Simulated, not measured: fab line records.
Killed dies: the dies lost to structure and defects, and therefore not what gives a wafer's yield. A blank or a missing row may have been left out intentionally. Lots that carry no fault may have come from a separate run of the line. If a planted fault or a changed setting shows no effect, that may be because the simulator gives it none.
fab line records || flow nand-harc
record {"lots": 6, "wafers": 18, "last-day": 24}
route steps=1159 shown P_CONTACT@251 P_M0@253
lots untouched by any fault: they come from a run of this same line in which no faults occurred
start-h: the number of hours between the record's first day and the start of the first shown wafer of the lot || wait-h: hours from the lot's prior step to this one || " as in the row above || L1.1+2: one row covering several wafers at once || - no value present, or no start provided || * or withheld: withheld || < > ~ a bound
route shown NAME@n: a module of which the file shows steps, and the number in the route of the first || usual: the fault-free wafers' mean and standard deviation || same: alike in all rows || chamber/n: place in a boat || sites: the reading at each site || _std_site: the values' standard deviation || _edge_site: inner sites' mean taken away from outer sites' mean || radius-mm: how far each site lies from the wafer's centre || mask NAME#n: copy n || behind: the tool/chamber that last shaped the wafer || hold: reason for holding the lot/hours on hold/outcome of the hold || device: names the non-switching transistor (n, p or np) || end of line: the same wafers' tests at the end of the route || for a step that has no rows: nothing shown but its recipe || killed: not the wafer's yield, but the dies lost to structure and defects at the first sort || map: shows each die of a wafer: x if killed, . if not, _ if none is there
set.NAME: the setting as run; set.NAME@STEP: as run at that earlier step || model.NAME: the simulator's own value behind a step, which no gauge read
lots at selected steps of the route; one table per step, one row per wafer
services: the hour from which a tool's chamber was out of use, counted from the record's first day as start-h (under 0 if before that day), plus the number of hours and why
## steps
# step NHARC_P_CONTACT_SRD_26
# step NHARC_P_CONTACT_INSPECT_27
# usual {"raw-defect-count": "303/130"}
{"lot.wafer": "L540.1", "tool": "defect-inspect-01", "chamber": "-", "start-h": 130.45, "wait-h": 0.1, "raw-defect-count": 187}
{"lot.wafer": "L540.3", "tool": "defect-inspect-01", "chamber": "-", "start-h": 130.45, "wait-h": 0.1, "raw-defect-count": 227}
{"lot.wafer": "L540.5", "tool": "defect-inspect-01", "chamber": "-", "start-h": 130.45, "wait-h": 0.1, "raw-defect-count": 205}
{"lot.wafer": "L549.3", "tool": "defect-inspect-02", "chamber": "-", "start-h": 179.50, "wait-h": 0.1, "raw-defect-count": 241}
{"lot.wafer": "L549.5", "tool": "defect-inspect-02", "chamber": "-", "start-h": 179.50, "wait-h": 0.1, "raw-defect-count": 250}
{"lot.wafer": "L549.6", "tool": "defect-inspect-02", "chamber": "-", "start-h": 179.50, "wait-h": 0.1, "raw-defect-count": 159}
{"lot.wafer": "L555.1", "tool": "defect-inspect-01", "chamber": "-", "start-h": 214.11, "wait-h": 0.1, "raw-defect-count": 130}
{"lot.wafer": "L555.5", "tool": "defect-inspect-01", "chamber": "-", "start-h": 214.11, "wait-h": 0.1, "raw-defect-count": 193}
{"lot.wafer": "L555.6", "tool": "defect-inspect-01", "chamber": "-", "start-h": 214.11, "wait-h": 0.1, "raw-defect-count": 322}
{"lot.wafer": "L558.1", "tool": "defect-inspect-02", "chamber": "-", "start-h": 227.03, "wait-h": 0.1, "raw-defect-count": 214}
{"lot.wafer": "L558.5", "tool": "defect-inspect-02", "chamber": "-", "start-h": 227.03, "wait-h": 0.1, "raw-defect-count": 138}
{"lot.wafer": "L558.6", "tool": "defect-inspect-02", "chamber": "-", "start-h": 227.03, "wait-h": 0.1, "raw-defect-count": 167}
{"lot.wafer": "L559.3", "tool": "defect-inspect-02", "chamber": "-", "start-h": 238.43, "wait-h": 0.1, "raw-defect-count": 198}
{"lot.wafer": "L559.5", "tool": "defect-inspect-02", "chamber": "-", "start-h": 238.43, "wait-h": 0.1, "raw-defect-count": 261}
{"lot.wafer": "L559.6", "tool": "defect-inspect-02", "chamber": "-", "start-h": 238.43, "wait-h": 0.1, "raw-defect-count": 247}
{"lot.wafer": "L561.2", "tool": "defect-inspect-01", "chamber": "-", "start-h": 247.19, "wait-h": 0.1, "raw-defect-count": 647}
{"lot.wafer": "L561.3", "tool": "defect-inspect-01", "chamber": "-", "start-h": 247.19, "wait-h": 0.1, "raw-defect-count": 402}
{"lot.wafer": "L561.5", "tool": "defect-inspect-01", "chamber": "-", "start-h": 247.19, "wait-h": 0.1, "raw-defect-count": 411}
# step NHARC_P_M0_DEP_00
# recipe {"target-thk-a": 1500, "target-thk-nm": 150, "temp-c": "withheld", "pressure-torr": 5, "flow-sccm": 200, "rf-w": 600, "material": "SiOC"}
# step NHARC_P_M0_DEHYDRATE_01
# recipe {"temp-c": 150, "time-s": 120}
# step NHARC_P_M0_HMDS_02
# recipe {"time-s": 30}
# step NHARC_P_M0_COAT_33
# recipe {"temp-c": 200, "time-s": 65}
# step NHARC_P_M0_COAT_03
# recipe {"spin-rpm": 1500, "resist-thk-nm": 90}
# step NHARC_P_M0_SOFTBAKE_04
# recipe {"temp-c": 105, "time-s": 55}
# step NHARC_P_M0_EBR_05
# step NHARC_P_M0_EXPOSE_06
# recipe {"na": 1.35, "target-cd-nm": 90, "dose-mj": 81.28, "mask-id": "P_M0"}
# step NHARC_P_M0_PEB_07
# recipe {"peb-temp-c": 100, "peb-time-s": 65}
# step NHARC_P_M0_DEVELOP_08
# recipe {"develop-time-s": 35, "dev-temp-c": 23}
# usual {"chill-plate-temp-C": "23.00/0.093", "develop-time-s": "35/0"}
{"lot.wafer": "L540.1", "tool": "litho-track-04", "chamber": 0, "start-h": 131, "wait-h": "-", "chill-plate-temp-C": 23.12, "develop-time-s": 35}
{"lot.wafer": "L540.3", "tool": "litho-track-04", "chamber": 0, "start-h": 131, "wait-h": "-", "chill-plate-temp-C": 22.95, "develop-time-s": 35}
{"lot.wafer": "L540.5", "tool": "litho-track-04", "chamber": 0, "start-h": 131, "wait-h": "-", "chill-plate-temp-C": 22.87, "develop-time-s": 35}
{"lot.wafer": "L549.3", "tool": "litho-track-04", "chamber": 0, "start-h": 180, "wait-h": "-", "chill-plate-temp-C": 23.04, "develop-time-s": 35}
{"lot.wafer": "L549.5", "tool": "litho-track-04", "chamber": 0, "start-h": 180, "wait-h": "-", "chill-plate-temp-C": 23.07, "develop-time-s": 35}
{"lot.wafer": "L549.6", "tool": "litho-track-04", "chamber": 0, "start-h": 180, "wait-h": "-", "chill-plate-temp-C": 22.92, "develop-time-s": 35}
{"lot.wafer": "L555.1", "tool": "litho-track-01", "chamber": 0, "start-h": 214, "wait-h": "-", "chill-plate-temp-C": 22.90, "develop-time-s": 35}
{"lot.wafer": "L555.5", "tool": "litho-track-01", "chamber": 0, "start-h": 214, "wait-h": "-", "chill-plate-temp-C": 22.84, "develop-time-s": 35}
{"lot.wafer": "L555.6", "tool": "litho-track-01", "chamber": 0, "start-h": 214, "wait-h": "-", "chill-plate-temp-C": 23.05, "develop-time-s": 35}
{"lot.wafer": "L558.1", "tool": "litho-track-01", "chamber": "-", "start-h": 227, "wait-h": "-", "chill-plate-temp-C": "-", "develop-time-s": "-"}
{"lot.wafer": "L558.5", "tool": "litho-track-01", "chamber": "-", "start-h": 227, "wait-h": "-", "chill-plate-temp-C": "-", "develop-time-s": "-"}
{"lot.wafer": "L558.6", "tool": "litho-track-01", "chamber": "-", "start-h": 227, "wait-h": "-", "chill-plate-temp-C": "-", "develop-time-s": "-"}
{"lot.wafer": "L559.3", "tool": "litho-track-01", "chamber": "-", "start-h": 239, "wait-h": "-", "chill-plate-temp-C": "-", "develop-time-s": "-"}
{"lot.wafer": "L559.5", "tool": "litho-track-01", "chamber": "-", "start-h": 239, "wait-h": "-", "chill-plate-temp-C": "-", "develop-time-s": "-"}
{"lot.wafer": "L559.6", "tool": "litho-track-01", "chamber": "-", "start-h": 239, "wait-h": "-", "chill-plate-temp-C": "-", "develop-time-s": "-"}
{"lot.wafer": "L561.2", "tool": "litho-track-06", "chamber": 0, "start-h": 248, "wait-h": "-", "chill-plate-temp-C": 22.90, "develop-time-s": 35}
{"lot.wafer": "L561.3", "tool": "litho-track-06", "chamber": 0, "start-h": 248, "wait-h": "-", "chill-plate-temp-C": 22.98, "develop-time-s": 35}
{"lot.wafer": "L561.5", "tool": "litho-track-06", "chamber": 0, "start-h": 248, "wait-h": "-", "chill-plate-temp-C": 22.83, "develop-time-s": 35}
# step NHARC_P_M0_CD_MEAS_09
# recipe {"target-cd-nm": 90, "landing-energy-ev": 500}
# usual {"cd-nm": "90.0/0.67"}
{"lot.wafer": "L540.1", "tool": "cd-sem-02", "chamber": 0, "start-h": 131.35, "wait-h": "-", "cd-nm": 89.3}
{"lot.wafer": "L540.3", "tool": "cd-sem-02", "chamber": 0, "start-h": 131.35, "wait-h": "-", "cd-nm": 89.3}
{"lot.wafer": "L540.5", "tool": "cd-sem-02", "chamber": 0, "start-h": 131.35, "wait-h": "-", "cd-nm": 89.2}
{"lot.wafer": "L549.3", "tool": "cd-sem-02", "chamber": 0, "start-h": 180.40, "wait-h": "-", "cd-nm": 88.7}
{"lot.wafer": "L549.5", "tool": "cd-sem-02", "chamber": 0, "start-h": 180.40, "wait-h": "-", "cd-nm": 88.3}
{"lot.wafer": "L549.6", "tool": "cd-sem-02", "chamber": 0, "start-h": 180.40, "wait-h": "-", "cd-nm": 90.1}
{"lot.wafer": "L555.1", "tool": "cd-sem-03", "chamber": 0, "start-h": 214.88, "wait-h": "-", "cd-nm": 91.2}
{"lot.wafer": "L555.5", "tool": "cd-sem-03", "chamber": 0, "start-h": 214.88, "wait-h": "-", "cd-nm": 90.7}
{"lot.wafer": "L555.6", "tool": "cd-sem-03", "chamber": 0, "start-h": 214.88, "wait-h": "-", "cd-nm": 89.5}
{"lot.wafer": "L558.1", "tool": "cd-sem-03", "chamber": 0, "start-h": 227.82, "wait-h": "-", "cd-nm": "-"}
{"lot.wafer": "L558.5", "tool": "cd-sem-03", "chamber": 0, "start-h": 227.82, "wait-h": "-", "cd-nm": "-"}
{"lot.wafer": "L558.6", "tool": "cd-sem-03", "chamber": 0, "start-h": 227.82, "wait-h": "-", "cd-nm": "-"}
{"lot.wafer": "L559.3", "tool": "cd-sem-02", "chamber": 0, "start-h": 239.35, "wait-h": "-", "cd-nm": "-"}
{"lot.wafer": "L559.5", "tool": "cd-sem-02", "chamber": 0, "start-h": 239.35, "wait-h": "-", "cd-nm": "-"}
{"lot.wafer": "L559.6", "tool": "cd-sem-02", "chamber": 0, "start-h": 239.35, "wait-h": "-", "cd-nm": "-"}
{"lot.wafer": "L561.2", "tool": "cd-sem-03", "chamber": 0, "start-h": 248.09, "wait-h": "-", "cd-nm": 89.9}
{"lot.wafer": "L561.3", "tool": "cd-sem-03", "chamber": 0, "start-h": 248.09, "wait-h": "-", "cd-nm": 90.6}
{"lot.wafer": "L561.5", "tool": "cd-sem-03", "chamber": 0, "start-h": 248.09, "wait-h": "-", "cd-nm": 89.6}
## services
{"tool": "litho-track-06", "chamber": "-", "start-h": 117.00, "hours": 7.0, "kind": "pm"}
{"tool": "litho-track-04", "chamber": "-", "start-h": 141.00, "hours": 7.0, "kind": "pm"}
## key
first-sign {"step": "NHARC_P_M0_DEVELOP_08", "reading": "tool-record", "direction": "missing"}
effect none on later readings
met-at NHARC_P_M0_DEVELOP_08
struck-wafers L558.1,L558.5,L558.6,L559.3,L559.5,L559.6
later-rows-left-out L558.1,L558.5,L558.6,L559.3,L559.5,L559.6
sort-left-out L558.1,L558.5,L558.6,L559.3,L559.5,L559.6
onset-between 214 227
fault {"kind": "skipped-step-whole", "tool": "litho-track-01", "chamber": "-", "onset-h": 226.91, "steps": "NHARC_P_M0_DEVELOP_08", "scope": "struck-lots-only"}
# sort-left-out: the simulated sort isn't trusted on such a fault, so these wafers' sort isn't shown, and their yield isn't known
# later-rows-left-out: the simulator's readings of these wafers behind a module that went badly wrong aren't trusted and aren't shown, but for the sort
